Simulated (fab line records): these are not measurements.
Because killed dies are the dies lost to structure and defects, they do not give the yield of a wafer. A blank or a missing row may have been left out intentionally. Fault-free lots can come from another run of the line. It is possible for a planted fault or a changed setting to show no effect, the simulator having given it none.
fab line records -- flow nandHarc
record: lots: 13, wafers: 39, lastDay: 23
route steps=1159 shown A_CHANNEL_HOLE_D1@475 A_CHANNEL_FILL_D1@494 END@1159
lots that met no fault: taken from a fault-free run of the same line
startH: hours from the record's opening day to when the first of the lot's shown wafers began -- waitH: hours from the lot's prior step to this one -- " same as the row above -- L1.1+2: one row covering several wafers at once -- - value missing, or start not given -- * or withheld: withheld -- < > ~ a bound
route shown NAME@n: NAME is a module with steps in the file, n the number in the route of the first one -- usual: average and standard deviation across the fault-free wafers -- same: alike in all rows -- chamber/n: place in a boat -- sites: the reading at each site -- _std_site: their standard deviation -- _edge_site: mean of outer sites minus mean of inner sites -- radiusMm: for every site, how far away it sits from the centre of the wafer -- mask NAME#n: copy n -- behind: tool/chamber where the wafer was last shaped -- hold: cause of the lot's hold/its duration in hours/its outcome -- device: whichever transistor did not switch (one of n, p or np) -- end of line: at the end of the route, the tests of the same wafers -- step lacking rows: just its recipe -- killed: count of dies lost to structure and defects at first sort (not the wafer's yield) -- map: shows each die of a wafer: x if killed, . if not, _ if none is there
set.NAME: the setting that was run; set.NAME@STEP: the one run at that earlier step -- model.NAME: the simulator's own value behind a step, which no gauge read
route steps across a sampled set of lots; one table per step, one row per wafer
services: when a tool's chamber went out of use (startH, in hours from the record's first day, below 0 if earlier), for how many hours, and the reason
== steps ==
step: NHARC_A_CHANNEL_HOLE_D1_ETCH_23
recipe: biasV: 5000, sourceW: withheld, pressureMtorr: 20, timeS: 819, arFlowSccm: 375, c4f8FlowSccm: 89.3, o2FlowSccm: 35.7, tempC: -20, targetDepthA: 16000, chemistry: C4F8/O2/Ar
usual: drypumpMotorCurrentA: 5.9/0.37, showerheadPlenumPTorr: 3.68/0.15, throttleValvePct: 32.154/0.0096
lot.wafer,tool,chamber,startH,waitH,drypumpMotorCurrentA,rfHoursCounterH,showerheadPlenumPTorr,throttleValvePct
L186.1,harEtch-01,0,176.25,0.5,5.7,191,3.82,32.165
L186.5,harEtch-01,1,176.25,0.5,6.6,-,3.56,32.159
L186.6,harEtch-01,0,176.25,0.5,5.7,-,3.82,32.160
L188.4,harEtch-01,0,191.46,0.5,5.7,-,3.82,32.158
L188.5,harEtch-01,1,191.46,0.5,6.6,-,3.56,32.148
L188.6,harEtch-01,0,191.46,0.5,5.7,-,3.82,32.155
L189.1,harEtch-01,1,196.96,0.5,6.6,202,3.55,32.166
L189.4,harEtch-01,0,196.96,0.5,5.7,-,3.82,32.147
L189.6,harEtch-01,1,196.96,0.5,6.6,-,3.55,32.154
L193.2,harEtch-01,1,226.95,0.5,6.6,215,3.55,32.138
L193.3,harEtch-01,1,226.95,0.5,6.6,-,3.55,32.162
L193.6,harEtch-01,1,226.95,0.5,6.6,-,3.55,32.161
L194.1,harEtch-02,0,227.20,0.5,5.9,126,3.52,32.154
L194.4,harEtch-02,0,227.20,0.5,5.9,-,3.52,32.142
L194.6,harEtch-02,0,227.20,0.5,5.9,-,3.52,32.141
L195.2,harEtch-01,1,231.02,0.5,6.6,218,3.55,32.166
L195.1,harEtch-01,0,231.02,0.5,5.7,218,3.81,32.147
L195.6,harEtch-01,1,231.02,0.5,6.6,-,3.55,32.145
L199.1,harEtch-02,1,252.97,0.5,5.6,134,3.86,32.152
L199.4,harEtch-02,1,252.97,0.5,5.6,-,3.86,32.149
L199.6,harEtch-02,1,252.97,0.5,5.6,-,3.86,32.151
L198.2,harEtch-01,0,253.27,0.5,5.7,227,3.80,32.151
L198.1,harEtch-01,1,253.27,0.5,6.6,227,3.54,32.158
L198.5,harEtch-01,1,253.27,0.5,6.6,-,3.54,32.158
L197.1,harEtch-02,1,257.13,0.5,5.6,138,3.85,32.149
L197.2,harEtch-02,0,257.13,0.5,5.9,138,3.52,32.149
L197.3,harEtch-02,1,257.13,0.5,5.6,-,3.85,32.144
L200.2,harEtch-01,0,257.43,0.5,5.7,231,3.80,32.150
L200.3,harEtch-01,1,257.43,0.5,6.6,-,3.54,32.153
L200.6,harEtch-01,1,257.43,0.5,6.5,-,3.54,32.162
L201.1,harEtch-01,0,271.00,0.5,5.7,235,3.80,32.142
L201.4,harEtch-01,1,271.00,0.5,6.6,-,3.54,32.154
L201.6,harEtch-01,0,271.00,0.5,5.7,-,3.80,32.166
L203.4,harEtch-02,0,274.99,0.5,5.9,-,3.51,32.143
L203.5,harEtch-02,0,274.99,0.5,5.9,-,3.51,32.151
L203.6,harEtch-02,1,274.99,0.5,5.6,-,3.85,32.146
L205.2,harEtch-01,0,287.20,0.5,5.7,242,3.79,32.131
L205.4,harEtch-01,1,287.20,0.5,6.5,-,3.53,32.161
L205.3,harEtch-01,0,287.20,0.5,5.7,-,3.79,32.147
step: NHARC_A_CHANNEL_HOLE_D1_ETCH_33
recipe: biasV: 400, sourceW: 2000, pressureMtorr: 25, timeS: 90, arFlowSccm: 375, c4f8FlowSccm: 41.7, o2FlowSccm: 83.3, tempC: -20, targetDepthA: 4000, chemistry: C4F8/O2/Ar
usual: drypumpMotorCurrentA: 5.9/0.37, showerheadPlenumPTorr: 3.72/0.16, throttleValvePct: 27.619/0.0088
lot.wafer,tool,chamber,startH,waitH,drypumpMotorCurrentA,rfHoursCounterH,showerheadPlenumPTorr,throttleValvePct
L186.1,harEtch-01,0,178.70,0.2,5.7,194,3.86,27.624
L186.5,harEtch-01,1,178.70,0.2,6.6,-,3.59,27.621
L186.6,harEtch-01,0,178.70,0.2,5.8,-,3.86,27.607
L188.4,harEtch-01,0,193.74,0.2,5.7,-,3.86,27.630
L188.5,harEtch-01,1,193.74,0.2,6.5,-,3.59,27.625
L188.6,harEtch-01,0,193.74,0.2,5.7,-,3.86,27.626
L189.1,harEtch-01,1,199.43,0.2,6.5,205,3.59,27.615
L189.4,harEtch-01,0,199.43,0.2,5.8,-,3.86,27.630
L189.6,harEtch-01,1,199.43,0.2,6.6,-,3.59,27.607
L193.2,harEtch-01,1,229.43,0.2,6.6,217,3.58,27.610
L193.3,harEtch-01,1,229.43,0.2,6.6,-,3.58,27.625
L193.6,harEtch-01,1,229.43,0.2,6.5,-,3.58,27.609
L194.1,harEtch-02,0,229.67,0.2,5.9,128,3.56,27.622
L194.4,harEtch-02,0,229.67,0.2,5.9,-,3.56,27.612
L194.6,harEtch-02,0,229.67,0.2,5.9,-,3.56,27.614
L195.2,harEtch-01,1,233.57,0.2,6.5,221,3.58,27.619
L195.1,harEtch-01,0,233.57,0.2,5.7,221,3.85,27.612
L195.6,harEtch-01,1,233.57,0.2,6.5,-,3.58,27.625
L199.1,harEtch-02,1,255.51,0.2,5.6,137,3.90,27.622
L199.4,harEtch-02,1,255.51,0.2,5.6,-,3.90,27.615
L199.6,harEtch-02,1,255.51,0.2,5.6,-,3.90,27.606
L198.2,harEtch-01,0,255.80,0.2,5.7,229,3.84,27.616
L198.1,harEtch-01,1,255.80,0.2,6.5,229,3.57,27.615
L198.5,harEtch-01,1,255.80,0.2,6.5,-,3.57,27.617
L197.1,harEtch-02,1,259.68,0.2,5.6,141,3.90,27.608
L197.2,harEtch-02,0,259.68,0.2,5.9,141,3.55,27.641
L197.3,harEtch-02,1,259.68,0.2,5.6,-,3.90,27.619
L200.2,harEtch-01,0,259.98,0.2,5.7,233,3.84,27.617
L200.3,harEtch-01,1,259.98,0.2,6.5,-,3.57,27.625
L200.6,harEtch-01,1,259.98,0.2,6.5,-,3.57,27.605
L201.1,harEtch-01,0,273.47,0.2,5.8,237,3.84,27.611
L201.4,harEtch-01,1,273.47,0.2,6.6,-,3.57,27.603
L201.6,harEtch-01,0,273.47,0.2,5.8,-,3.84,27.617
L203.4,harEtch-02,0,277.35,0.2,5.9,-,3.55,27.612
L203.5,harEtch-02,0,277.35,0.2,5.9,-,3.55,27.632
L203.6,harEtch-02,1,277.35,0.2,5.5,-,3.89,27.607
L205.2,harEtch-01,0,289.66,0.2,5.8,244,3.84,27.618
L205.4,harEtch-01,1,289.66,0.2,6.6,-,3.57,27.625
L205.3,harEtch-01,0,289.66,0.2,5.7,-,3.84,27.615
step: NHARC_A_CHANNEL_HOLE_D1_INSPECT_40
usual: rawDefectCount: 61/16
lot.wafer,tool,chamber,startH,waitH,rawDefectCount
L186.1,defectInspect-01,-,180.39,-,59
L186.5,defectInspect-01,-,180.39,-,62
L186.6,defectInspect-01,-,180.39,-,60
L188.4,defectInspect-01,-,195.39,-,59
L188.5,defectInspect-01,-,195.39,-,57
L188.6,defectInspect-01,-,195.39,-,66
L189.1,defectInspect-02,-,201.13,-,76
L189.4,defectInspect-02,-,201.13,-,61
L189.6,defectInspect-02,-,201.13,-,66
L193.2,defectInspect-01,-,231.14,-,53
L193.3,defectInspect-01,-,231.14,-,57
L193.6,defectInspect-01,-,231.14,-,58
L194.1,defectInspect-01,-,231.55,-,38
L194.4,defectInspect-01,-,231.55,-,75
L194.6,defectInspect-01,-,231.55,-,79
L195.1,defectInspect-02,-,235.31,-,69
L195.2,defectInspect-02,-,235.31,-,75
L195.6,defectInspect-02,-,235.31,-,54
L199.1,defectInspect-02,-,257.29,-,83
L199.4,defectInspect-02,-,257.29,-,70
L199.6,defectInspect-02,-,257.29,-,54
L198.1,defectInspect-02,-,257.85,-,67
L198.2,defectInspect-02,-,257.85,-,44
L198.5,defectInspect-02,-,257.85,-,66
L197.1,defectInspect-01,-,261.41,-,49
L197.2,defectInspect-01,-,261.41,-,50
L197.3,defectInspect-01,-,261.41,-,50
L200.2,defectInspect-02,-,261.70,-,61
L200.3,defectInspect-02,-,261.70,-,79
L200.6,defectInspect-02,-,261.70,-,76
L201.1,defectInspect-02,-,275.38,-,81
L201.4,defectInspect-02,-,275.38,-,98
L201.6,defectInspect-02,-,275.38,-,99
L203.4,defectInspect-02,-,279.02,-,101
L203.5,defectInspect-02,-,279.02,-,44
L203.6,defectInspect-02,-,279.02,-,72
L205.2,defectInspect-01,-,291.53,-,58
L205.3,defectInspect-01,-,291.53,-,59
L205.4,defectInspect-01,-,291.53,-,53
step: NHARC_A_CHANNEL_FILL_D1_ALD_14
recipe: targetThkA: 25, pulseTimeS: 10, aldCycles: 25, tempC: 300, material: SiO2
usual: aldCycles: 25/0, heaterPowerW: 462/41, precursorPulseHeightRel: 1.001/0.019
same: pulseTimeS: 10
lot.wafer,tool,chamber,startH,waitH,aldCycles,heaterPowerW,precursorPulseHeightRel
L186.1,aldHk-01,0,186.96,0.1,25,470,1.011
L186.6,aldHk-01,2,186.96,0.1,25,495,0.977
L186.5,aldHk-01,3,186.96,0.1,25,461,1.007
L188.4,aldHk-01,1,203.54,0.1,25,394,1.004
L188.5,aldHk-01,3,203.54,0.1,25,472,1.019
L188.6,aldHk-01,0,203.54,0.1,25,471,1.009
L189.4,aldHk-04,3,206.86,0.0,25,387,0.978
L189.1,aldHk-04,2,206.86,0.0,25,438,0.978
L189.6,aldHk-04,3,206.86,0.0,25,380,1.002
L193.3,aldHk-01,3,238.80,0.1,25,410,1.003
L193.2,aldHk-01,0,238.80,0.1,25,467,0.991
L193.6,aldHk-01,2,238.80,0.1,25,506,0.996
L194.1,aldHk-01,1,238.98,0.3,25,420,0.990
L194.4,aldHk-01,2,238.98,0.3,25,511,0.996
L194.6,aldHk-01,0,238.98,0.3,25,467,0.996
L195.1,aldHk-01,3,244.78,0.4,25,424,1.019
L195.2,aldHk-01,0,244.78,0.4,25,465,1.003
L195.6,aldHk-01,2,244.78,0.4,25,510,0.983
L198.1,aldHk-03,3,264.54,0.1,25,490,0.974
L198.2,aldHk-03,0,264.54,0.1,25,428,0.986
L198.5,aldHk-03,2,264.54,0.1,25,459,0.979
L199.1,aldHk-04,2,264.54,0.1,25,442,0.990
L199.4,aldHk-04,3,264.54,0.1,25,387,1.013
L199.6,aldHk-04,1,264.54,0.1,25,488,0.999
L197.1,aldHk-04,1,274.29,5.8,25,496,0.993
L197.2,aldHk-04,2,274.29,5.8,25,449,0.995
L197.3,aldHk-04,3,274.29,5.8,25,384,1.030
L200.2,aldHk-04,1,274.67,6.2,25,496,0.975
L200.3,aldHk-04,2,274.67,6.2,25,450,0.982
L200.6,aldHk-04,2,274.67,6.2,25,455,1.017
L203.4,aldHk-01,2,284.81,0.0,25,514,1.014
L203.6,aldHk-01,2,284.81,0.0,25,496,0.972
L203.5,aldHk-01,3,284.81,0.0,25,427,1.034
L201.4,aldHk-04,1,284.85,0.1,27,495,0.997
L201.1,aldHk-04,2,284.85,0.1,27,443,0.981
L201.6,aldHk-04,0,284.85,0.1,27,522,0.972
L205.4,aldHk-04,0,298.77,0.0,27,520,0.999
L205.2,aldHk-04,2,298.77,0.0,27,448,1.026
L205.3,aldHk-04,3,298.77,0.0,27,392,0.984
step: NHARC_END_SORT_01
recipe: tempC: 25
usual: killedAtArray: 28/10, killedAtOther: 0.6/1.1, killedAtPeriphery: 3.6/2.6, killedDies: 32/10, killedOpen: 3.3/1.8, killedShort: 1.9/1.4
same: grossDies: 677
lot.wafer,tool,chamber,startH,waitH,killedAtArray,killedAtOther,killedAtPeriphery,killedDies,killedOpen,killedShort
L186.1,prober-02,0,428.64,2.5,31,1,4,36,5,0
L186.5,prober-02,0,431.85,3.7,34,0,2,36,0,4
L186.6,prober-02,0,432.65,4.0,27,0,4,31,4,2
L205.2,prober-01,0,555.85,2.8,55,2,1,58,6,5
L205.3,prober-01,0,556.65,3.1,40,0,0,40,3,1
L205.4,prober-01,0,557.46,3.4,44,0,1,45,5,0
killed by level:class
L186.1 A_CHANNEL_HOLE_D1:chamberFilmFlake=14 A_SLIT:chamberFilmFlake=10 A_CONTACT:chamberFilmFlake=3 P_ZERO_WELL:chamberFilmFlake=2 P_CONTACT:geometricParticle:open=1 A_CHANNEL_FILL_D1:geometricParticle:open=1 A_CONTACT:geometricParticle:open=1 A_BLC:geometricParticle:open=1
L186.5 A_SLIT:chamberFilmFlake=14 A_CHANNEL_HOLE_D1:chamberFilmFlake=11 A_CONTACT:chamberFilmFlake=3 A_ONON_D1:geometricParticle:short=2 A_STAIRCASE:chamberFilmFlake=2 A_CHANNEL_FILL_D1:geometricParticle:short=1 A_SGD_CUT:geometricParticle:short=1 P_GATE:chamberFilmFlake=1
L186.6 A_CHANNEL_HOLE_D1:chamberFilmFlake=10 A_SLIT:chamberFilmFlake=6 A_STAIRCASE:chamberFilmFlake=4 A_WL_FILL:geometricParticle:open=2 A_CONTACT:geometricParticle:open=2 P_STI:chamberFilmFlake=2 P_CONTACT:geometricParticle:short=1 A_CHANNEL_FILL_D1:geometricParticle:short=1
L205.2 A_CHANNEL_HOLE_D1:chamberFilmFlake=22 A_SLIT:chamberFilmFlake=17 A_STAIRCASE:chamberFilmFlake=4 A_CONTACT:geometricParticle:open=3 A_CONTACT:geometricParticle:short=2 A_SGD_CUT:geometricParticle:short=1 A_WL_FILL:geometricParticle:open=1 A_WL_FILL:geometricParticle:short=1
L205.3 A_CHANNEL_HOLE_D1:chamberFilmFlake=18 A_SLIT:chamberFilmFlake=8 A_STAIRCASE:chamberFilmFlake=4 A_CONTACT:chamberFilmFlake=4 A_ZERO_WELL:chamberFilmFlake=2 A_CONTACT:geometricParticle:open=1 A_M0:geometricParticle:open=1 A_M0:geometricParticle:short=1
L205.4 A_CHANNEL_HOLE_D1:chamberFilmFlake=22 A_SLIT:chamberFilmFlake=12 A_STAIRCASE:chamberFilmFlake=3 A_CONTACT:geometricParticle:open=2 A_CONTACT:chamberFilmFlake=2 P_CONTACT:geometricParticle:open=1 A_CHANNEL_FILL_D1:geometricParticle:open=1 A_SGD_CUT:geometricParticle:open=1
== services ==
tool,chamber,startH,hours,kind
aldHk-03,0,154.00,-,clean
aldHk-03,1,154.00,-,clean
aldHk-03,2,154.00,-,clean
aldHk-03,3,154.00,-,clean
aldHk-03,-,185.55,1.2,repair
aldHk-04,-,186.09,10.0,pm
aldHk-04,0,186.09,10.0,ventCycle
aldHk-04,1,186.09,10.0,ventCycle
aldHk-04,2,186.09,10.0,ventCycle
aldHk-04,3,186.09,10.0,ventCycle
aldHk-04,0,196.09,-,clean
aldHk-04,1,196.09,-,clean
aldHk-04,2,196.09,-,clean
aldHk-04,3,196.09,-,clean
aldHk-01,-,217.36,0.6,repair
aldHk-03,-,224.91,1.1,repair
aldHk-01,0,228.34,10.0,ventCycle
aldHk-01,1,228.34,10.0,ventCycle
aldHk-01,0,238.34,-,clean
aldHk-01,1,238.34,-,clean
aldHk-01,2,238.34,-,clean
aldHk-01,3,238.34,-,clean
== key ==
firstSign: step: NHARC_A_CHANNEL_FILL_D1_ALD_14, reading: aldCycles, direction: up, sigmas: 99+, usual: 25, struck: 27
effect none on later readings
metAt NHARC_A_CHANNEL_FILL_D1_ALD_14
struckLots L201,L205
testerLeftOut L201,L205
notActingAt NHARC_A_CHANNEL_HOLE_D1_ETCH_23,NHARC_A_CHANNEL_HOLE_D1_ETCH_33,NHARC_A_CHANNEL_HOLE_D1_INSPECT_40
onsetBetween 274.67 284.85
fault: kind: processParameterDrift, tool: aldHk-04, chamber: -, onsetH: 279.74, steps: NHARC_A_CHANNEL_FILL_D1_ALD_14, channel: aldCycles, offset: 2, shape: step, endH: 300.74, actsIn: theseRecipesOnly, stated: 25
testerLeftOut: of these lots the tester's yield and bins aren't shown, on N5 and GAA mostly nor the transistor test; their killed dies are dies lost to structure and defects alone, not to doping, threshold or leakage, so they don't give the yield
